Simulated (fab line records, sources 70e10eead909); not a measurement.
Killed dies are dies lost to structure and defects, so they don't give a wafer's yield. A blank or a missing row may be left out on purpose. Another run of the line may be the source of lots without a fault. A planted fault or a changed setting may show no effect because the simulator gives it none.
Matching of chambers	flow nand-harc	rie-diel-09 running NHARC_A_CHANNEL_HOLE_D1_ETCH_44: 4 sister chambers
The step etches the open film in CF4/O2, target depth 140 nm, overetch 14 nm, time 77 s. 14 wafers are shown with their chamber, then 7 later ones without.

## WAFERS WITH THEIR CHAMBER
wafer	chamber	rf-vpp-V (V)	oes-product-au (a.u.)	o2-flow-sccm (sccm)
L932.2	2	198.6	0.992	19.97
L932.3	0	198.1	1.018	20.06
L932.5	3	199.4	1.007	20.02
L936.2	1	195.5	1.009	19.98
L936.3	2	197.5	1.008	19.91
L936.5	2	199.0	1.000	20.02
L938.3	3	199.7	1.016	20.07
L938.5	2	199.7	1.009	19.95
L938.6	1	195.5	1.015	20.04
L937.2	0	200.5	1.008	20.07
L937.4	2	198.6	0.990	19.95
L937.6	0	198.6	1.008	19.88
L940.1	1	196.5	1.024	20.00
L940.2	3	197.7	1.021	19.97

SIGNATURES (averages over the wafers above)
reading	chamber 0	chamber 1	chamber 2	chamber 3	scatter within a chamber
rf-vpp-V	199.067	195.833	198.680	198.933	0.935
oes-product-au	1.01133	1.01600	0.99980	1.01467	0.00768
o2-flow-sccm	20.0033	20.0067	19.9600	20.0200	0.0601
Rule: for a wafer and a chamber, the distance is found by dividing, reading by reading, the gap between the wafer's reading and the chamber's mean by the reading's scatter, squaring, summing and taking the root. The wafer belongs to the nearest chamber; if the next one is less than 2 further off, it can't be placed. How the scatter is found: for the shown wafers, subtract from each reading the mean of its chamber, square and add these, divide the total by (wafers less chambers), then take the root.

## WAFERS WITH NO CHAMBER GIVEN
wafer	rf-vpp-V (V)	oes-product-au (a.u.)	o2-flow-sccm (sccm)
L940.4	199.5	1.011	20.01
L951.1	199.9	0.997	20.06
L951.2	194.3	1.014	19.91
L951.6	199.6	1.022	19.98
L952.2	199.0	1.007	19.96
L952.4	198.0	1.007	20.00
L952.6	198.9	0.990	19.88

## THE CHAMBER EACH PASSED THROUGH
wafer	from the rows above	in truth
L940.4	can't be placed: 0 or 3 or 2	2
L951.1	can't be placed: 2 or 0 or 3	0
L951.2	1	1
L951.6	can't be placed: 3 or 0 or 2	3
L952.2	can't be placed: 0 or 2 or 3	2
L952.4	can't be placed: 0 or 2 or 3 or 1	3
L952.6	can't be placed: 2 or 0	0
Placed correctly: 1 of 7. These rows do not allow placing 6 (true chamber among the candidates in 6). 0 placed wrongly.
